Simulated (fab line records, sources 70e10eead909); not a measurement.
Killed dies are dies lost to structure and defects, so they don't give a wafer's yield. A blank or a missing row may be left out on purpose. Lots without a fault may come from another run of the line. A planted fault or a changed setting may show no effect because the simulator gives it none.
fab line records | flow nand_harc
record lots=12 wafers=36 last_day=24
route steps=1159 shown A_M1@1040 A_BONDPAD@1061
lots that met no fault: from a run of the same line without faults
start_h: hours from the record's first day to the start of the lot's first wafer shown | wait_h: hours since the lot's step before | " the same as in the row above | L1.1+2: a row that stands for several wafers | - no value, or no start given | * or withheld: withheld | < > ~ a bound
route shown NAME@n: a module of which the file shows steps, and the number in the route of the first | usual: mean/standard deviation of fault-free wafers | same: alike in all rows | chamber/n: place in a boat | sites: the reading at each site | _std_site: their standard deviation | _edge_site: outer sites' mean less inner sites' | radius_mm: how far each site lies from the wafer's centre | mask NAME#n: copy n | behind: the tool/chamber that last shaped the wafer | hold: why the lot was held/for how many hours/how that ended | device: the transistor (n, p or np) that didn't switch | end of line: the same wafers' tests at the end of the route | a step without rows: its recipe alone | killed: dies lost to structure and defects at the first sort, not the wafer's yield | map: a wafer's dies, x killed, . not, _ none there
set.NAME: the setting as run; set.NAME@STEP: as run at that earlier step | model.NAME: the simulator's own value behind a step, which no gauge read
steps of the route over a sample of lots; a table a step, a row a wafer
services: from which hour (start_h, from the record's first day; less than 0 if before it) a tool's chamber was out of use, for how many hours, and why
## steps
# step NHARC_A_M1_ETCH_35
# recipe target_depth_a=400 overetch_a=120 time_s=43.94 ion_energy_ev=200 n2_flow_sccm=150 h2_flow_sccm=150 ar_flow_sccm=0 rf_w=400 bias_w=150 chemistry=N2/H2
# usual drypump_motor_current_A=5.6/0.37 oes_product_au=0.995/0.01 rf_vpp_V=430.5/2.2 showerhead_plenum_p_Torr=2.04/0.074 throttle_valve_pct=14.170/0.0088
# columns lot.wafer tool chamber start_h wait_h drypump_motor_current_A oes_product_au rf_hours_counter_h rf_vpp_V showerhead_plenum_p_Torr throttle_valve_pct
L779.2 rie_diel-11 0 411.49 0.1 5.4 1.006 2.7 433.1 2.14 14.179
L779.1 " 1 " " 5.2 1.000 2.4 432.2 2.06 14.170
L779.5 " 1 " " 5.2 0.984 - 430.2 2.06 14.181
L781.4 rie_diel-03 2 413.55 0.1 5.8 0.994 0.4 428.1 2.00 14.181
L781.3 " 0 " " 6.4 1.000 0.4 430.7 2.11 14.163
L781.5 " 2 " " 5.8 1.006 - 430.3 2.00 14.165
L783.4 rie_diel-11 1 427.42 0.1 5.2 0.994 3.3 430.9 2.06 14.165
L783.3 " 3 " " 5.4 0.996 3.4 430.5 2.07 14.163
L783.1 " 0 " " 5.4 1.009 3.3 432.6 2.14 14.181
L784.4 rie_diel-03 2 430.87 0.1 5.7 0.988 2.1 429.1 2.00 14.174
L784.1 " 1 " " 5.2 0.995 1.8 429.7 2.03 14.172
L784.5 " 2 " " 5.8 0.993 - 429.8 2.00 14.169
L785.3 rie_diel-11 2 440.53 0.1 5.6 0.994 4.8 432.7 2.10 14.177
L785.4 " 3 " " 5.4 1.012 4.9 430.3 2.07 14.158
L785.1 " 0 " " 5.3 0.996 4.6 433.1 2.14 14.160
L787.1 rie_diel-11 2 458.49 0.1 5.6 0.992 6.2 430.1 2.10 14.166
L787.2 " 0 " " 5.3 1.001 5.9 433.0 2.14 14.174
L787.4 " 1 " " 5.3 0.997 5.1 430.9 2.06 14.164
L793.3 rie_diel-03 2 472.05 0.1 5.8 0.989 5.1 430.2 2.00 14.172
L793.1 " 1 " " 5.2 1.005 4.9 430.9 2.03 14.177
L793.5 " 2 " " 5.8 0.988 - 429.1 2.00 14.168
L794.2 rie_diel-03 1 514.21 0.1 5.3 0.998 7.5 431.3 2.03 14.163
L794.1 " 2 " " 5.8 0.985 7.7 428.6 2.00 14.163
L794.6 " 1 " " 5.3 0.992 - 430.1 2.03 14.172
L797.2 rie_diel-05 3 514.74 0.1 5.1 1.012 3.9 435.7 2.18 14.157
L797.1 " 0 " " 5.9 1.011 3.6 431.5 2.08 14.170
L797.3 " 1 " " 5.5 1.011 4.1 427.6 1.93 14.153
L796.4 rie_diel-05 2 515.50 0.1 6.3 0.985 4.3 427.6 1.94 14.179
L796.5 " 3 " " 5.1 1.018 - 434.6 2.18 14.176
L796.6 " 0 " " 5.9 1.003 - 431.8 2.08 14.168
L798.2 rie_diel-03 3 522.60 0.1 5.7 0.982 7.4 426.2 1.92 14.166
L798.3 " 2 " " 5.7 0.986 8.1 430.3 2.00 14.175
L798.6 " 3 " " 5.7 0.985 - 428.8 1.92 14.163
L799.2 rie_diel-11 0 529.56 0.1 5.3 0.997 9.9 433.0 2.14 14.172
L799.4 " 1 " " 5.2 0.996 10.3 432.8 2.05 14.162
L799.5 " 1 " " 5.2 0.989 - 431.4 2.05 14.173
# step NHARC_A_M1_CMP_23
# recipe t_overpolish_s=20 target_thk_nm=154.34
# usual edge_zone_pressure_frac=1.000/0.005 motor_current_A=11.9/1.1 pad_life_wafers=290/140 slurry_filter_dp_kPa=13.50/0.13 time_to_endpoint_s=28/3.5
# columns lot.wafer tool chamber start_h wait_h edge_zone_pressure_frac motor_current_A pad_life_wafers slurry_filter_dp_kPa time_to_endpoint_s
L779.1 cmp-03 1 413.57 - 0.997 13.0 294 13.26 28
L779.2 " 2 " " 0.999 11.3 295 13.86 30
L779.5 " 1 " " 0.995 12.5 - 13.64 26
L781.4 cmp-01 1 415.88 - 1.005 11.6 187 13.56 23
L781.3 " 3 " " 0.995 10.3 189 13.58 29
L781.5 " 1 " " 0.999 11.0 - 13.35 25
L783.1 cmp-01 2 429.47 - 0.998 12.3 283 13.38 28
L783.3 " 3 " " 1.004 10.5 284 13.38 30
L783.4 " 0 " " 1.007 12.3 285 13.53 33
L784.4 cmp-01 1 432.88 - 1.005 11.6 318 13.73 23
L784.1 " 2 " " 0.994 12.6 319 13.43 26
L784.5 " 1 " " 1.000 11.3 - 13.64 22
L785.4 cmp-02 3 442.54 - 0.996 10.7 90 13.50 22
L785.3 " 0 " " 1.003 11.0 91 13.59 31
L785.1 " 1 " " 1.004 11.5 92 13.68 30
L787.4 cmp-02 3 460.52 - 0.999 11.0 180 13.66 22
L787.2 " 1 " " 1.002 11.1 182 13.43 31
L787.1 " 2 " " 0.997 13.2 183 13.58 26
L793.1 cmp-03 2 474.06 - 0.999 11.3 108 13.36 26
L793.3 " 3 " " 1.008 14.0 109 13.57 29
L793.5 " 3 " " 1.005 14.7 - 13.39 27
L794.1 cmp-01 0 516.26 - 0.996 12.9 180 13.52 34
L794.2 " 2 " " 1.006 11.9 182 13.47 31
L794.6 " 0 " " 0.993 12.7 - 13.38 33
L797.3 cmp-02 1 516.76 - 0.993 11.6 462 13.35 33
L797.1 " 3 " " 0.996 10.7 464 13.45 26
L797.2 " 0 " " 1.014 11.2 465 13.56 34
L796.4 cmp-02 3 517.73 - 0.995 10.3 470 13.26 23
L796.6 " 1 " " 1.002 11.5 - 13.48 32
L796.5 " 2 " " 1.002 12.5 - 13.39 24
L798.2 cmp-03 2 524.61 - 0.997 11.4 372 13.63 26
L798.3 " 3 " " 0.997 14.4 373 13.54 28
L798.6 " 3 " " 0.997 13.5 - 13.58 29
L799.4 cmp-02 2 531.65 - 0.995 12.6 38 13.48 29
L799.2 " 3 " " 1.004 10.9 39 13.38 29
L799.5 " 0 " " 1.005 11.2 - 13.51 34
# step NHARC_A_BONDPAD_THK_MEAS_30
# recipe thk_meas_gauge=ellipsometry
# usual thk_nm=199.8/1.6
# columns lot.wafer tool chamber start_h wait_h thk_nm
L779.1 film_metro-02 - 415.40 0.2 198.3
L779.2 " - " " 198.0
L779.5 " - " " 196.9
L781.3 film_metro-02 - 417.71 0.2 199.8
L781.4 " - " " 200.9
L781.5 " - " " 198.8
L783.1 film_metro-02 - 431.26 0.2 201.6
L783.3 " - " " 201.0
L783.4 " - " " 201.8
L784.1 film_metro-02 - 434.77 0.2 196.3
L784.4 " - " " 200.0
L784.5 " - " " 197.6
L785.1 film_metro-02 - 444.37 0.2 200.2
L785.3 " - " " 199.1
L785.4 " - " " 198.9
L787.1 film_metro-02 - 462.36 0.2 196.0
L787.2 " - " " 200.0
L787.4 " - " " 199.7
L793.1 film_metro-01 - 476.10 0.2 200.0
L793.3 " - " " 201.0
L793.5 " - " " 200.1
L794.1 film_metro-01 - 518.13 0.2 200.2
L794.2 " - " " 203.0
L794.6 " - " " 200.1
L797.1 film_metro-02 - 518.71 0.2 200.5
L797.2 " - " " 201.1
L797.3 " - " " 202.5
L796.4 film_metro-02 - 520.13 0.2 201.1
L796.5 " - " " 200.4
L796.6 " - " " 198.9
L798.2 film_metro-01 - 526.45 0.2 199.0
L798.3 " - " " 200.6
L798.6 " - " " 199.5
L799.2 film_metro-01 - 533.41 0.2 197.1
L799.4 " - " " 198.2
L799.5 " - " " 198.9
# step NHARC_A_BONDPAD_EXPOSE_06
# recipe na=0.55 dose_mj=36.99 mask_id=A_BPAD
# usual exposure_dose_mJ_cm2=36.96/0.04
# same na=0.55
# columns lot.wafer tool chamber start_h wait_h mask exposure_dose_mJ_cm2
L779.1 krf_scanner-04 0 415.82 - A_BPAD#0 37.03
L779.2 " 0 " " A_BPAD#0 36.98
L779.5 " 0 " " A_BPAD#0 36.99
L781.3 krf_scanner-01 0 418.14 - A_BPAD#0 36.96
L781.4 " 0 " " A_BPAD#0 36.99
L781.5 " 0 " " A_BPAD#0 36.97
L783.1 krf_scanner-03 0 431.68 - A_BPAD#0 36.97
L783.3 " 0 " " A_BPAD#0 36.94
L783.4 " 0 " " A_BPAD#0 36.88
L784.1 krf_scanner-04 0 435.18 - A_BPAD#0 37.00
L784.4 " 0 " " A_BPAD#0 36.99
L784.5 " 0 " " A_BPAD#0 36.94
L785.1 krf_scanner-03 0 444.78 - A_BPAD#0 37.00
L785.3 " 0 " " A_BPAD#0 37.00
L785.4 " 0 " " A_BPAD#0 37.01
L787.1 krf_scanner-04 0 462.80 - A_BPAD#0 37.01
L787.2 " 0 " " A_BPAD#0 36.97
L787.4 " 0 " " A_BPAD#0 36.98
L793.1 krf_scanner-03 0 476.40 - A_BPAD#0 43.42
L793.3 " 0 " " A_BPAD#0 43.44
L793.5 " 0 " " A_BPAD#0 43.45
L794.1 krf_scanner-03 0 518.56 - A_BPAD#0 42.10
L794.2 " 0 " " A_BPAD#0 42.09
L794.6 " 0 " " A_BPAD#0 42.14
L797.1 krf_scanner-04 0 519.15 - A_BPAD#0 36.95
L797.2 " 0 " " A_BPAD#0 36.90
L797.3 " 0 " " A_BPAD#0 36.96
L796.4 krf_scanner-01 0 520.43 - A_BPAD#0 36.98
L796.5 " 0 " " A_BPAD#0 37.02
L796.6 " 0 " " A_BPAD#0 36.93
L798.2 krf_scanner-04 0 526.87 - A_BPAD#0 36.90
L798.3 " 0 " " A_BPAD#0 36.96
L798.6 " 0 " " A_BPAD#0 37.03
L799.2 krf_scanner-04 0 533.71 - A_BPAD#0 36.99
L799.4 " 0 " " A_BPAD#0 36.94
L799.5 " 0 " " A_BPAD#0 36.92
## services
# columns tool chamber start_h hours kind
rie_diel-11 0 387.59 4.0 repair
rie_diel-03 - 392.30 9.0 pm
krf_scanner-03 - 393.14 0.3 repair
rie_diel-05 0 412.47 3.0 repair
cmp-02 - 422.65 4.0 pm
krf_scanner-04 - 426.11 4.0 pm
krf_scanner-01 - 428.00 4.0 pm
cmp-03 - 434.41 1.4 repair
cmp-02 - 435.37 0.4 repair
rie_diel-11 1 447.92 6.6 repair
cmp-03 - 450.93 4.0 pm
krf_scanner-03 - 457.76 0.6 repair
krf_scanner-03 - 465.95 0.6 repair
cmp-01 - 473.50 4.0 pm
cmp-03 - 476.05 2.6 repair
rie_diel-11 0 479.01 4.5 repair
rie_diel-03 0 482.74 3.8 repair
cmp-02 - 505.69 5.4 repair
krf_scanner-03 - 506.01 1.9 repair
rie_diel-11 0 508.85 5.7 repair
krf_scanner-03 - 512.00 4.0 pm
cmp-02 - 520.77 4.0 pm
cmp-01 - 524.68 0.3 repair
cmp-01 - 526.81 1.2 repair
## key
first_sign step=NHARC_A_BONDPAD_EXPOSE_06 reading=exposure_dose_mJ_cm2 direction=up sigmas=99+ usual=36.96 struck=42.77
effect none on later readings
met_at NHARC_A_BONDPAD_EXPOSE_06
struck_lots L793,L794
loop_trim step=NHARC_A_BONDPAD_EXPOSE_06 setting=dose lots=L794
not_acting_at NHARC_A_M1_ETCH_35,NHARC_A_M1_CMP_23,NHARC_A_BONDPAD_THK_MEAS_30
onset_between 444.78 476.40
fault kind=process_parameter_drift tool=krf_scanner-03 chamber=- onset_h=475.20 steps=NHARC_A_BONDPAD_EXPOSE_06 channel=dose_mj offset=6.4736 shape=step acts_in=these_recipes_only stated=36.99
# loop_trim: a control loop set the setting to another value than it would have without faults
